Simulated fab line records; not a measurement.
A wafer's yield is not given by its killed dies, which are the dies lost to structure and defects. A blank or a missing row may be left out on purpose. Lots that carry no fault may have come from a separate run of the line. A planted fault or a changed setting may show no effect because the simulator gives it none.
fab line records    flow nand_harc
record: lots: 24  wafers: 72  last_day: 34
route steps=1302 shown A_CHANNEL_HOLE_D2@583 A_STAIRCASE@652
lots with no fault: from the same line, run without faults
start_h: hours from the record's opening day to when the first of the lot's shown wafers began    wait_h: hours since the lot's step before    " unchanged from the row above    L1.1+2: a row that stands for several wafers    - no value, or no start was given    * or withheld: withheld    < > ~ a bound
route shown NAME@n: a module of which the file shows steps, and the number in the route of the first    usual: average and standard deviation across the fault-free wafers    same: alike in all rows    chamber/n: place in a boat    sites: each site's reading    _std_site: standard deviation across them    _edge_site: inner sites' mean taken away from outer sites' mean    radius_mm: how far each site lies from the wafer's centre    mask NAME#n: copy n    behind: the most recent tool/chamber to have shaped the wafer    hold: what put the lot on hold/how long, in hours/how the hold closed    device: which transistor (n, p or np) failed to switch    end of line: the route-end tests of the same wafers    step lacking rows: just its recipe    killed: dies lost to structure and defects at the first sort, not the wafer's yield    map: a wafer's dies, x killed, . not, _ none there
set.NAME: setting as actually run; set.NAME@STEP: the setting as run at that earlier step    model.NAME: the simulator's own value behind a step, which no gauge read
one table for each step of the route and one row for each wafer, over a sample of lots
services: when a tool's chamber went out of use (start_h, in hours from the record's first day, below 0 if earlier), for how many hours, and the reason
== steps ==
step: NHARC_A_CHANNEL_HOLE_D2_OVL_MEAS_11
usual: overlay_x_nm: -0.2/1.1  overlay_y_nm: 0.0/0.88
lot.wafer  tool        chamber  start_h  wait_h  overlay_x_nm  overlay_y_nm
L074.1     overlay-02  -        290.11   -       -0.5          -0.1
L074.2     "           -        "        "       -0.3          -0.1
L074.3     "           -        "        "       0.0           0.1
L076.3     overlay-02  -        305.05   -       -2.2          -1.1
L076.5     "           -        "        "       -2.2          -0.9
L076.6     "           -        "        "       -2.3          -1.4
L075.1     overlay-01  -        305.95   -       -0.4          0.9
L075.2     "           -        "        "       -1.2          0.9
L075.4     "           -        "        "       -0.7          0.2
L077.1     overlay-02  -        318.57   -       -0.5          -0.9
L077.2     "           -        "        "       -0.7          -1.3
L077.3     "           -        "        "       -0.7          -1.8
L078.1     overlay-01  -        330.95   -       -0.2          0.2
L078.4     "           -        "        "       -0.4          0.0
L078.5     "           -        "        "       -0.9          -0.2
L079.4     overlay-01  -        342.73   -       -0.4          -1.0
L079.5     "           -        "        "       0.1           -1.2
L079.6     "           -        "        "       -0.6          -1.2
L080.1     overlay-01  -        351.33   -       1.4           -0.3
L080.2     "           -        "        "       1.3           -0.7
L080.4     "           -        "        "       1.5           -0.1
L082.2     overlay-01  -        363.02   -       0.0           0.4
L082.5     "           -        "        "       0.4           1.1
L082.6     "           -        "        "       1.0           0.5
L081.2     overlay-01  -        363.17   -       -2.4          0.0
L081.3     "           -        "        "       -2.3          0.5
L081.6     "           -        "        "       -2.1          -0.4
L084.2     overlay-02  -        389.98   -       -1.3          -0.6
L084.4     "           -        "        "       -0.8          -0.3
L084.6     "           -        "        "       -1.2          0.0
L085.2     overlay-02  -        390.20   -       -0.7          1.6
L085.3     "           -        "        "       -0.6          1.1
L085.4     "           -        "        "       -0.3          1.4
L083.2     overlay-01  -        390.75   -       1.2           0.6
L083.4     "           -        "        "       1.2           0.6
L083.5     "           -        "        "       1.6           0.9
L087.2     overlay-01  -        418.01   -       -0.1          0.2
L087.3     "           -        "        "       -0.5          0.5
L087.4     "           -        "        "       -0.1          0.4
L086.2     overlay-02  -        418.32   -       0.9           0.2
L086.3     "           -        "        "       1.7           -0.5
L086.5     "           -        "        "       1.1           0.7
L088.2     overlay-02  -        433.93   -       -0.7          -0.6
L088.3     "           -        "        "       -0.6          -0.2
L088.6     "           -        "        "       -0.8          -0.2
L089.1     overlay-02  -        435.69   -       0.7           -0.2
L089.2     "           -        "        "       0.5           -0.9
L089.4     "           -        "        "       0.0           -0.8
L090.2     overlay-01  -        452.31   -       0.0           0.1
L090.3     "           -        "        "       -0.1          0.1
L090.6     "           -        "        "       0.4           0.6
L091.1     overlay-02  -        461.54   -       0.8           1.0
L091.3     "           -        "        "       0.9           0.0
L091.4     "           -        "        "       0.8           0.5
L093.1     overlay-01  -        477.29   -       -0.5          -0.7
L093.3     "           -        "        "       -0.1          -0.3
L093.5     "           -        "        "       -0.6          -0.5
L092.1     overlay-01  -        477.74   -       1.3           -1.6
L092.5     "           -        "        "       1.1           -0.9
L092.6     "           -        "        "       0.8           -1.0
L094.3     overlay-02  -        499.55   -       -1.6          3.0
L094.4     "           -        "        "       -1.9          1.7
L094.5     "           -        "        "       -1.6          2.4
L096.3     overlay-01  -        512.33   -       1.2           0.7
L096.4     "           -        "        "       1.1           0.1
L096.5     "           -        "        "       0.8           0.7
L095.1     overlay-01  -        513.05   -       1.1           -1.2
L095.4     "           -        "        "       1.6           -0.9
L095.5     "           -        "        "       1.8           -1.2
L097.1     overlay-01  -        519.85   -       -0.4          -0.3
L097.4     "           -        "        "       -1.4          0.0
L097.5     "           -        "        "       -0.6          0.0
step: NHARC_A_CHANNEL_HOLE_D2_ETCH_26
recipe: bias_v: 300  source_w: 2000  pressure_mtorr: 30  time_s: 224.1  ar_flow_sccm: 375  c4f8_flow_sccm: 11.4  o2_flow_sccm: 113.6  temp_c: -20  target_depth_a: 3000  chemistry: C4F8/O2/Ar
usual: bias_v: 300.1/2.7  drypump_motor_current_A: 5.8/0.31  showerhead_plenum_p_Torr: 3.73/0.13  throttle_valve_pct: 24.585/0.0097
same: time_s: 224.1
lot.wafer  tool         chamber  start_h  wait_h  bias_v  drypump_motor_current_A  rf_hours_counter_h  showerhead_plenum_p_Torr  throttle_valve_pct
L074.2     har_etch-01  0        295.33   0.7     300.4   6.1                      148                 3.75                      24.586
L074.1     "            1        "        "       299.6   5.4                      148                 3.68                      24.590
L074.3     "            0        "        "       298.1   6.1                      -                   3.75                      24.600
L076.3     har_etch-01  0        310.20   0.4     299.9   6.1                      -                   3.74                      24.605
L076.6     "            1        "        "       298.5   5.4                      -                   3.68                      24.589
L076.5     "            0        "        "       296.6   6.1                      -                   3.74                      24.583
L075.2     har_etch-02  0        311.01   0.7     300.3   6.2                      374                 3.77                      24.580
L075.1     "            1        "        "       303.4   5.6                      374                 3.49                      24.581
L075.4     "            0        "        "       300.4   6.2                      -                   3.77                      24.579
L077.2     har_etch-02  1        323.63   0.7     300.9   5.7                      381                 3.49                      24.589
L077.1     "            0        "        "       299.3   6.2                      381                 3.77                      24.578
L077.3     "            0        "        "       299.9   6.2                      -                   3.77                      24.591
L078.1     har_etch-01  1        337.16   0.8     300.6   5.4                      175                 3.66                      24.572
L078.4     "            1        "        "       301.5   5.5                      -                   3.66                      24.571
L078.5     "            0        "        "       299.9   6.1                      -                   3.73                      24.585
L079.4     har_etch-01  0        347.85   0.5     297.9   6.1                      -                   3.73                      24.580
L079.5     "            0        "        "       300.8   6.1                      -                   3.73                      24.570
L079.6     "            1        "        "       304.6   5.4                      -                   3.66                      24.588
L080.2     har_etch-01  1        356.40   0.7     301.6   5.5                      183                 3.66                      24.594
L080.1     "            0        "        "       301.6   6.1                      183                 3.73                      24.585
L080.4     "            1        "        "       298.8   5.4                      -                   3.66                      24.591
L082.2     har_etch-01  1        368.11   0.6     299.1   5.5                      190                 3.66                      24.572
L082.5     "            0        "        "       298.1   6.1                      -                   3.72                      24.565
L082.6     "            1        "        "       301.0   5.5                      -                   3.66                      24.581
L081.2     har_etch-02  1        371.74   0.7     304.0   5.6                      408                 3.47                      24.593
L081.3     "            1        "        "       303.3   5.7                      -                   3.47                      24.586
L081.6     "            0        "        "       298.2   6.2                      -                   3.75                      24.567
L084.2     har_etch-02  1        -        -       301.5   5.7                      4                   3.99                      24.572
L084.4     "            0        "        "       301.9   6.2                      -                   3.75                      24.583
L084.6     "            1        "        "       303.8   5.6                      -                   3.99                      24.578
L085.2     har_etch-01  0        399.46   0.6     300.7   6.1                      213                 3.71                      24.591
L085.3     "            1        "        "       301.2   5.4                      -                   3.64                      24.599
L085.4     "            0        "        "       300.4   6.1                      -                   3.71                      24.575
L083.2     har_etch-02  0        401.98   0.6     296.7   6.2                      8                   3.75                      24.573
L083.4     "            0        "        "       298.5   6.2                      -                   3.75                      24.578
L083.5     "            0        "        "       296.1   6.2                      -                   3.75                      24.590
L087.2     har_etch-02  1        426.64   0.6     299.9   5.7                      27                  3.98                      24.586
L087.3     "            0        "        "       303.5   6.2                      -                   3.74                      24.601
L087.4     "            1        "        "       296.1   5.7                      -                   3.98                      24.591
L086.2     har_etch-01  0        428.49   0.6     300.6   6.1                      221                 3.71                      24.583
L086.3     "            0        "        "       297.2   6.0                      -                   3.71                      24.576
L086.5     "            0        "        "       296.4   6.0                      -                   3.71                      24.582
L088.2     har_etch-02  1        440.71   0.6     295.9   5.7                      38                  3.97                      24.579
L088.3     "            1        "        "       299.6   5.6                      -                   3.97                      24.579
L088.6     "            0        "        "       295.4   6.2                      -                   3.73                      24.586
L089.1     har_etch-01  1        441.04   0.7     300.7   5.4                      232                 3.63                      24.579
L089.2     "            0        "        "       296.1   6.1                      232                 3.70                      24.575
L089.4     "            1        "        "       298.8   5.4                      -                   3.63                      24.593
L090.2     har_etch-02  1        457.38   0.7     300.8   5.7                      46                  3.96                      24.565
L090.3     "            1        "        "       301.1   5.7                      -                   3.96                      24.575
L090.6     "            1        "        "       302.2   5.6                      -                   3.96                      24.585
L091.1     har_etch-01  1        468.44   0.7     307.1   5.4                      247                 3.62                      24.576
L091.3     "            1        "        "       304.6   5.5                      -                   3.62                      24.595
L091.4     "            0        "        "       295.3   6.1                      -                   3.69                      24.596
L093.1     har_etch-02  0        483.84   0.7     300.7   6.2                      64                  3.71                      24.594
L093.3     "            1        "        "       301.8   5.6                      -                   3.95                      24.578
L093.5     "            0        "        "       302.3   6.2                      -                   3.71                      24.576
L092.1     har_etch-01  0        484.31   0.6     299.3   6.1                      259                 3.68                      24.598
L092.6     "            1        "        "       299.7   5.4                      -                   3.62                      24.595
L092.5     "            0        "        "       299.9   6.0                      -                   3.68                      24.577
L094.4     har_etch-02  1        504.65   0.5     302.6   5.7                      -                   3.95                      24.598
L094.3     "            0        "        "       297.6   6.2                      -                   3.71                      24.589
L094.5     "            1        "        "       303.4   5.7                      -                   3.95                      24.581
L096.3     har_etch-01  1        517.64   0.5     301.7   5.4                      -                   3.61                      24.583
L096.4     "            0        "        "       297.2   6.1                      -                   3.68                      24.587
L096.5     "            0        "        "       300.6   6.1                      -                   3.68                      24.595
L095.1     har_etch-02  1        518.35   0.6     297.5   5.6                      84                  3.94                      24.592
L095.4     "            1        "        "       297.7   5.6                      -                   3.94                      24.593
L095.5     "            1        "        "       297.8   5.7                      -                   3.94                      24.591
L097.1     har_etch-01  0        525.11   0.7     297.8   6.0                      278                 3.67                      24.589
L097.4     "            0        "        "       298.6   6.1                      -                   3.67                      24.576
L097.5     "            0        "        "       295.2   6.0                      -                   3.67                      24.592
step: NHARC_A_CHANNEL_HOLE_D2_CD_MEAS_31
usual: cd_nm: 90.1/0.87
lot.wafer  tool       chamber  start_h  wait_h  cd_nm
L074.1     cd_sem-01  -        297.09   -       88.9
L074.2     "          -        "        "       88.9
L074.3     "          -        "        "       89.0
L076.3     cd_sem-02  -        311.85   -       89.2
L076.5     "          -        "        "       89.1
L076.6     "          -        "        "       90.0
L075.1     cd_sem-03  -        312.74   -       91.4
L075.2     "          -        "        "       91.5
L075.4     "          -        "        "       90.4
L077.1     cd_sem-02  -        326.92   -       88.9
L077.2     "          -        "        "       90.0
L077.3     "          -        "        "       89.5
L078.1     cd_sem-03  -        338.90   -       89.7
L078.4     "          -        "        "       89.7
L078.5     "          -        "        "       90.7
L079.4     cd_sem-02  -        349.54   -       90.6
L079.5     "          -        "        "       89.6
L079.6     "          -        "        "       90.5
L080.1     cd_sem-03  -        358.14   -       90.6
L080.2     "          -        "        "       88.8
L080.4     "          -        "        "       90.1
L082.2     cd_sem-03  -        369.83   -       90.9
L082.5     "          -        "        "       89.4
L082.6     "          -        "        "       90.2
L081.2     cd_sem-02  -        373.48   -       90.0
L081.3     "          -        "        "       89.3
L081.6     "          -        "        "       90.4
L084.2     cd_sem-01  -        399.65   -       91.1
L084.4     "          -        "        "       90.9
L084.6     "          -        "        "       90.4
L085.2     cd_sem-03  -        401.16   -       88.5
L085.3     "          -        "        "       90.8
L085.4     "          -        "        "       90.3
L083.2     cd_sem-01  -        403.68   -       90.3
L083.4     "          -        "        "       90.6
L083.5     "          -        "        "       90.9
L087.2     cd_sem-01  -        428.34   -       90.2
L087.3     "          -        "        "       89.9
L087.4     "          -        "        "       90.5
L086.2     cd_sem-03  -        430.20   -       90.5
L086.3     "          -        "        "       91.0
L086.5     "          -        "        "       90.0
L088.2     cd_sem-01  -        442.42   -       90.4
L088.3     "          -        "        "       91.0
L088.6     "          -        "        "       91.2
L089.1     cd_sem-03  -        442.77   -       90.7
L089.2     "          -        "        "       90.5
L089.4     "          -        "        "       89.5
L090.2     cd_sem-03  -        459.13   -       89.5
L090.3     "          -        "        "       89.9
L090.6     "          -        "        "       90.2
L091.1     cd_sem-02  -        470.20   -       90.5
L091.3     "          -        "        "       90.7
L091.4     "          -        "        "       89.5
L093.1     cd_sem-02  -        485.58   -       88.0
L093.3     "          -        "        "       89.5
L093.5     "          -        "        "       89.7
L092.1     cd_sem-01  -        486.02   -       91.4
L092.5     "          -        "        "       90.6
L092.6     "          -        "        "       90.9
L094.3     cd_sem-01  -        506.33   -       91.3
L094.4     "          -        "        "       89.9
L094.5     "          -        "        "       91.2
L096.3     cd_sem-02  -        519.48   -       89.2
L096.4     "          -        "        "       87.9
L096.5     "          -        "        "       90.0
L095.1     cd_sem-01  -        520.06   -       89.8
L095.4     "          -        "        "       90.3
L095.5     "          -        "        "       89.9
L097.1     cd_sem-02  -        526.85   -       90.2
L097.4     "          -        "        "       90.6
L097.5     "          -        "        "       90.0
step: NHARC_A_CHANNEL_HOLE_D2_XSEM_32
recipe: landing_energy_ev: 35000
usual: bot_cd_nm: 74.8/0.98  bow_nm: 8.63/0.28  tilt_deg: 0.08/0.041
lot.wafer  tool     chamber  start_h  wait_h  bot_cd_nm  bow_nm  tilt_deg
L074.1     xsem-02  0        297.18   0.1     74.0       8.85    0.15
L074.2     "        0        "        "       74.2       8.93    0.15
L074.3     "        0        "        "       74.4       8.77    0.15
L076.3     xsem-02  0        311.94   0.1     73.2       9.08    0.08
L076.5     "        0        "        "       73.5       9.05    0.08
L076.6     "        0        "        "       74.2       9.03    0.08
L075.1     xsem-01  0        312.83   0.1     76.8       8.89    0.12
L075.2     "        0        "        "       77.1       8.96    0.12
L075.4     "        0        "        "       75.5       8.94    0.12
L077.1     xsem-02  0        327.02   0.1     73.5       8.21    0.08
L077.2     "        0        "        "       75.7       8.20    0.08
L077.3     "        0        "        "       73.9       8.20    0.08
L078.1     xsem-01  0        338.98   0.1     74.4       8.27    0.11
L078.4     "        0        "        "       74.8       8.29    0.11
L078.5     "        0        "        "       75.4       8.22    0.11
L079.4     xsem-02  0        349.64   0.1     75.3       9.04    0.05
L079.5     "        0        "        "       73.6       9.15    0.05
L079.6     "        0        "        "       74.7       9.11    0.05
L080.1     xsem-02  0        358.23   0.1     75.0       8.52    0.04
L080.2     "        0        "        "       73.7       8.51    0.04
L080.4     "        0        "        "       74.5       8.63    0.03
L082.2     xsem-01  0        369.91   0.1     74.9       8.53    0.02
L082.5     "        0        "        "       73.7       8.60    0.02
L082.6     "        0        "        "       74.8       8.54    0.02
L081.2     xsem-02  0        373.57   0.1     74.8       8.84    0.04
L081.3     "        0        "        "       74.3       8.88    0.04
L081.6     "        0        "        "       74.6       8.85    0.03
L084.2     xsem-02  0        399.74   0.1     74.4       8.29    0.10
L084.4     "        0        "        "       75.3       8.44    0.10
L084.6     "        0        "        "       74.7       8.46    0.09
L085.2     xsem-01  0        401.26   0.1     71.9       8.29    0.12
L085.3     "        0        "        "       74.0       8.26    0.12
L085.4     "        0        "        "       74.0       8.27    0.13
L083.2     xsem-02  0        403.77   0.1     75.2       8.66    0.08
L083.4     "        0        "        "       76.0       8.68    0.08
L083.5     "        0        "        "       76.1       8.81    0.08
L087.2     xsem-02  0        428.43   0.1     73.5       8.91    0.10
L087.3     "        0        "        "       74.1       8.82    0.10
L087.4     "        0        "        "       75.1       8.95    0.10
L086.2     xsem-01  0        430.29   0.1     76.2       8.56    0.10
L086.3     "        0        "        "       76.1       8.44    0.10
L086.5     "        0        "        "       75.9       8.54    0.10
L088.2     xsem-02  0        442.51   0.1     74.6       8.73    0.01
L088.3     "        0        "        "       75.6       8.68    0.01
L088.6     "        0        "        "       75.1       8.72    0.01
L089.1     xsem-01  0        442.86   0.1     75.5       8.87    0.09
L089.2     "        0        "        "       75.7       8.82    0.09
L089.4     "        0        "        "       73.8       8.96    0.09
L090.2     xsem-02  0        459.22   0.1     73.3       8.35    0.10
L090.3     "        0        "        "       74.4       8.26    0.10
L090.6     "        0        "        "       74.3       8.36    0.10
L091.1     xsem-02  0        470.29   0.1     76.1       8.70    0.08
L091.3     "        0        "        "       75.6       8.58    0.08
L091.4     "        0        "        "       74.1       8.72    0.08
L093.1     xsem-01  0        485.66   0.1     73.2       8.44    0.08
L093.3     "        0        "        "       74.5       8.49    0.08
L093.5     "        0        "        "       74.7       8.49    0.07
L092.1     xsem-02  0        486.11   0.1     76.4       8.94    0.14
L092.5     "        0        "        "       75.7       8.98    0.15
L092.6     "        0        "        "       75.4       9.00    0.15
L094.3     xsem-02  0        506.42   0.1     75.5       8.94    0.04
L094.4     "        0        "        "       73.8       8.87    0.04
L094.5     "        0        "        "       75.5       8.92    0.04
L096.3     xsem-01  0        519.56   0.1     73.6       8.33    -0.01
L096.4     "        0        "        "       72.5       8.38    -0.02
L096.5     "        0        "        "       75.0       8.38    -0.01
L095.1     xsem-02  0        520.16   0.1     75.0       8.51    0.07
L095.4     "        0        "        "       74.6       8.52    0.07
L095.5     "        0        "        "       74.3       8.43    0.07
L097.1     xsem-01  0        526.94   0.1     74.6       8.29    0.13
L097.4     "        0        "        "       75.1       8.31    0.13
L097.5     "        0        "        "       73.8       8.22    0.13
step: NHARC_A_STAIRCASE_ETCH_170
recipe: target_depth_a: 2000  time_s: 66.667  ion_energy_ev: 250  c4f6_flow_sccm: 25  o2_flow_sccm: 20  ar_flow_sccm: 500  rf_w: 600  bias_w: 500  chemistry: C4F6/O2
usual: drypump_motor_current_A: 6.1/0.37  oes_product_au: 0.976/0.011  rf_vpp_V: 548/3.7  showerhead_plenum_p_Torr: 3.99/0.18  throttle_valve_pct: 26.902/0.0091
same: time_s: 66.667
lot.wafer  tool         chamber  start_h  wait_h  drypump_motor_current_A  oes_product_au  rf_hours_counter_h  rf_vpp_V  showerhead_plenum_p_Torr  throttle_valve_pct
L074.3     rie_diel-06  1        -        -       6.4                      0.950           10                  552       4.22                      26.908
L074.1     "            2        "        "       6.5                      0.963           7                   549       4.01                      26.885
L074.2     "            3        "        "       6.5                      0.980           9                   551       4.15                      26.899
L075.2     rie_diel-06  2        -        -       6.5                      0.956           12                  549       4.01                      26.907
L075.4     "            3        "        "       6.5                      0.971           16                  552       4.15                      26.897
L075.1     "            0        "        "       6.0                      0.971           20                  546       3.90                      26.881
L076.3     rie_diel-01  3        -        -       5.9                      0.962           53                  552       4.19                      26.896
L076.5     "            1        "        "       5.4                      0.979           -                   545       3.84                      26.888
L076.6     "            2        "        "       6.1                      0.969           -                   542       3.66                      26.891
L077.1     rie_diel-04  1        -        -       6.3                      0.975           4                   544       3.82                      26.921
L077.2     "            2        "        "       6.3                      0.982           4                   549       4.03                      26.910
L077.3     "            0        "        "       6.2                      0.980           4                   544       3.75                      26.910
L078.1     rie_diel-01  2        -        -       6.1                      0.997           0                   552       4.23                      26.898
L078.4     "            0        "        "       5.6                      0.984           0                   544       3.79                      26.899
L078.5     "            3        "        "       5.9                      0.966           -                   552       4.19                      26.906
L079.4     rie_diel-06  1        -        -       6.4                      0.975           30                  554       4.21                      26.900
L079.6     "            0        "        "       6.0                      0.972           -                   546       3.89                      26.895
L079.5     "            1        "        "       6.4                      0.967           -                   551       4.21                      26.903
L080.1     rie_diel-04  1        -        -       6.3                      0.976           14                  543       3.81                      26.904
L080.2     "            2        "        "       6.3                      0.981           16                  549       4.02                      26.907
L080.4     "            0        "        "       6.2                      0.964           13                  542       3.75                      26.900
L082.2     rie_diel-04  1        -        -       6.3                      0.966           20                  545       3.81                      26.913
L082.6     "            2        "        "       6.3                      0.974           -                   549       4.02                      26.898
L082.5     "            3        "        "       5.4                      0.973           -                   552       4.22                      26.902
L081.2     rie_diel-01  2        -        -       6.1                      0.985           12                  555       4.22                      26.901
L081.3     "            3        "        "       5.9                      0.971           10                  551       4.18                      26.891
L081.6     "            1        "        "       5.4                      0.980           -                   545       3.83                      26.915
L085.3     rie_diel-04  2        -        -       6.3                      0.962           33                  549       4.01                      26.891
L085.4     "            0        "        "       6.2                      0.986           25                  543       3.74                      26.912
L085.2     "            1        "        "       6.3                      0.979           32                  544       3.80                      26.898
L084.2     rie_diel-01  2        -        -       6.1                      0.982           22                  554       4.21                      26.922
L084.4     "            0        "        "       5.7                      0.975           20                  542       3.78                      26.900
L084.6     "            1        "        "       5.4                      0.972           -                   545       3.83                      26.900
L083.4     rie_diel-06  1        -        -       6.4                      0.982           45                  553       4.20                      26.897
L083.2     "            2        "        "       6.5                      1.005           41                  549       3.99                      26.904
L083.5     "            3        "        "       6.5                      0.982           -                   550       4.13                      26.909
L086.2     rie_diel-06  0        -        -       6.0                      0.978           54                  546       3.88                      26.912
L086.3     "            3        "        "       6.5                      0.990           52                  553       4.13                      26.893
L086.5     "            1        "        "       6.4                      0.972           -                   554       4.19                      26.890
L087.3     rie_diel-01  1        -        -       5.4                      0.982           33                  545       3.82                      26.893
L087.2     "            3        "        "       5.9                      0.963           27                  551       4.17                      26.905
L087.4     "            0        "        "       5.7                      0.970           33                  544       3.77                      26.917
L088.3     rie_diel-04  2        -        -       6.3                      0.982           45                  548       4.00                      26.924
L088.2     "            3        "        "       5.5                      0.971           37                  554       4.20                      26.903
L088.6     "            0        "        "       6.2                      0.963           -                   543       3.73                      26.900
L089.1     rie_diel-01  0        -        -       5.7                      0.985           39                  544       3.77                      26.895
L089.2     "            2        "        "       6.1                      0.992           39                  553       4.20                      26.904
L089.4     "            3        "        "       5.9                      0.965           35                  551       4.17                      26.904
L090.3     rie_diel-06  3        -        -       6.5                      0.982           6                   550       4.12                      26.891
L090.2     "            1        "        "       6.4                      0.960           5                   552       4.19                      26.898
L090.6     "            2        "        "       6.5                      0.969           -                   548       3.98                      26.893
L091.3     rie_diel-01  1        -        -       5.4                      0.985           53                  545       3.81                      26.900
L091.1     "            2        "        "       6.1                      0.967           54                  552       4.19                      26.886
L091.4     "            3        "        "       6.0                      0.970           49                  551       4.16                      26.893
L092.1     rie_diel-06  0        -        -       6.0                      0.989           16                  545       3.87                      26.894
L092.5     "            0        "        "       6.0                      0.981           -                   545       3.87                      26.904
L092.6     "            1        "        "       6.4                      0.981           -                   552       4.19                      26.911
L093.3     rie_diel-06  1        -        -       6.4                      0.972           16                  552       4.18                      26.903
L093.1     "            2        "        "       6.5                      0.983           15                  547       3.98                      26.895
L093.5     "            2        "        "       6.5                      0.977           -                   548       3.98                      26.897
L094.3     rie_diel-01  1        -        -       5.4                      0.978           61                  543       3.80                      26.899
L094.4     "            2        "        "       6.1                      0.976           63                  551       4.19                      26.914
L094.5     "            2        "        "       6.1                      0.987           -                   552       4.19                      26.895
L095.1     rie_diel-04  0        -        -       6.2                      0.969           7                   543       3.72                      26.896
L095.4     "            1        "        "       6.3                      0.952           7                   542       3.78                      26.903
L095.5     "            3        "        "       5.5                      0.961           -                   551       4.19                      26.904
L096.4     rie_diel-06  1        -        -       6.4                      0.970           27                  551       4.18                      26.901
L096.3     "            3        "        "       6.5                      0.967           18                  549       4.11                      26.899
L096.5     "            1        "        "       6.4                      0.972           -                   552       4.18                      26.883
L097.1     rie_diel-04  3        -        -       5.5                      0.977           14                  551       4.18                      26.902
L097.4     "            0        "        "       6.2                      0.974           14                  545       3.72                      26.915
L097.5     "            0        "        "       6.2                      0.970           -                   543       3.72                      26.926
step: NHARC_A_STAIRCASE_ETCH_25
recipe: target_depth_a: 1000  time_s: 40.5  ion_energy_ev: 400  c4f8_flow_sccm: 20  o2_flow_sccm: 10  ar_flow_sccm: withheld  rf_w: 600  bias_w: 1000  chemistry: C4F8/O2
usual: oes_product_au: 0.945/0.0096  rf_vpp_V: 898/6.4
same: time_s: 40.5
lot.wafer  tool         chamber  start_h  wait_h  oes_product_au  rf_hours_counter_h  rf_vpp_V
L074.2     rie_diel-01  2        -        -       0.942           47                  887
L074.1     "            3        "        "       0.953           47                  904
L074.3     "            0        "        "       0.942           51                  891
L075.1     rie_diel-04  3        -        -       0.940           0                   906
L075.4     "            0        "        "       0.939           0                   890
L075.2     "            1        "        "       0.940           0                   891
L076.3     rie_diel-04  0        -        -       0.943           1                   889
L076.6     "            1        "        "       0.943           -                   892
L076.5     "            2        "        "       0.930           -                   900
L077.1     rie_diel-04  3        -        -       0.949           5                   906
L077.3     "            0        "        "       0.936           4                   889
L077.2     "            1        "        "       0.958           5                   893
L078.4     rie_diel-01  2        -        -       0.937           2                   905
L078.1     "            0        "        "       0.933           1                   891
L078.5     "            3        "        "       0.934           -                   905
L079.4     rie_diel-01  2        -        -       0.958           5                   908
L079.5     "            3        "        "       0.959           -                   905
L079.6     "            0        "        "       0.950           -                   891
L080.2     rie_diel-01  3        -        -       0.947           8                   904
L080.1     "            1        "        "       0.948           10                  892
L080.4     "            3        "        "       0.950           -                   906
L082.2     rie_diel-04  3        -        -       0.959           19                  906
L082.5     "            2        "        "       0.950           -                   899
L082.6     "            3        "        "       0.956           -                   907
L081.2     rie_diel-01  1        -        -       0.958           13                  893
L081.3     "            2        "        "       0.958           14                  907
L081.6     "            2        "        "       0.963           -                   906
L085.3     rie_diel-04  0        -        -       0.947           26                  889
L085.4     "            1        "        "       0.936           32                  893
L085.2     "            3        "        "       0.949           25                  906
L084.4     rie_diel-04  1        -        -       0.954           33                  893
L084.2     "            3        "        "       0.945           26                  906
L084.6     "            1        "        "       0.950           -                   892
L083.4     rie_diel-01  2        -        -       0.933           25                  904
L083.2     "            3        "        "       0.960           19                  905
L083.5     "            3        "        "       0.954           -                   904
L086.3     rie_diel-04  3        -        -       0.945           33                  906
L086.2     "            1        "        "       0.939           40                  893
L086.5     "            2        "        "       0.940           -                   899
L087.4     rie_diel-01  3        -        -       0.921           32                  904
L087.2     "            1        "        "       0.930           37                  892
L087.3     "            2        "        "       0.922           36                  904
L088.3     rie_diel-06  3        -        -       0.942           2                   902
L088.2     "            0        "        "       0.936           2                   894
L088.6     "            1        "        "       0.945           -                   904
L089.4     rie_diel-06  0        -        -       0.941           2                   894
L089.2     "            1        "        "       0.949           2                   905
L089.1     "            2        "        "       0.941           2                   899
L090.2     rie_diel-01  2        -        -       0.933           48                  905
L090.3     "            3        "        "       0.947           43                  905
L090.6     "            0        "        "       0.947           -                   891
L091.1     rie_diel-01  3        -        -       0.950           51                  904
L091.3     "            0        "        "       0.961           53                  890
L091.4     "            1        "        "       0.959           54                  891
L092.1     rie_diel-01  2        -        -       0.950           58                  905
L092.5     "            1        "        "       0.949           -                   890
L092.6     "            2        "        "       0.939           -                   906
L093.3     rie_diel-04  1        -        -       0.934           1                   890
L093.1     "            3        "        "       0.958           0                   905
L093.5     "            1        "        "       0.929           -                   891
L094.4     rie_diel-04  0        -        -       0.947           5                   889
L094.3     "            1        "        "       0.944           4                   893
L094.5     "            2        "        "       0.941           -                   897
L095.1     rie_diel-01  2        -        -       0.949           0                   906
L095.4     "            3        "        "       0.943           1                   904
L095.5     "            1        "        "       0.953           -                   894
L096.3     rie_diel-04  0        -        -       0.954           8                   889
L096.4     "            1        "        "       0.961           8                   891
L096.5     "            0        "        "       0.960           -                   889
L097.4     rie_diel-06  3        -        -       0.940           24                  901
L097.1     "            0        "        "       0.936           34                  893
L097.5     "            3        "        "       0.937           -                   903
== services ==
tool         chamber  start_h  hours  kind
rie_diel-01  0        288.55   -      clean
rie_diel-01  1        288.55   -      clean
rie_diel-01  2        288.55   -      clean
rie_diel-01  3        288.55   -      clean
rie_diel-04  2        304.43   5.0    repair
rie_diel-06  -        307.64   9.0    pm
rie_diel-01  0        313.05   -      clean
rie_diel-01  1        313.05   -      clean
rie_diel-01  3        325.73   9.5    repair
rie_diel-06  2        342.41   6.6    repair
rie_diel-04  -        355.24   9.0    pm
xsem-01      -        374.00   14.0   pm
har_etch-02  -        377.00   17.0   pm
rie_diel-01  -        380.83   9.0    pm
xsem-02      -        400.10   2.3    repair
rie_diel-01  0        411.25   2.8    repair
rie_diel-01  3        435.56   7.4    repair
rie_diel-04  -        475.32   1.2    repair
rie_diel-06  -        484.64   9.0    pm
rie_diel-01  1        507.78   6.3    repair
rie_diel-01  -        523.00   1.1    repair
rie_diel-04  -        532.24   9.0    pm
rie_diel-06  3        532.99   20.9   repair
rie_diel-01  -        560.45   9.0    pm
== key ==
fault none
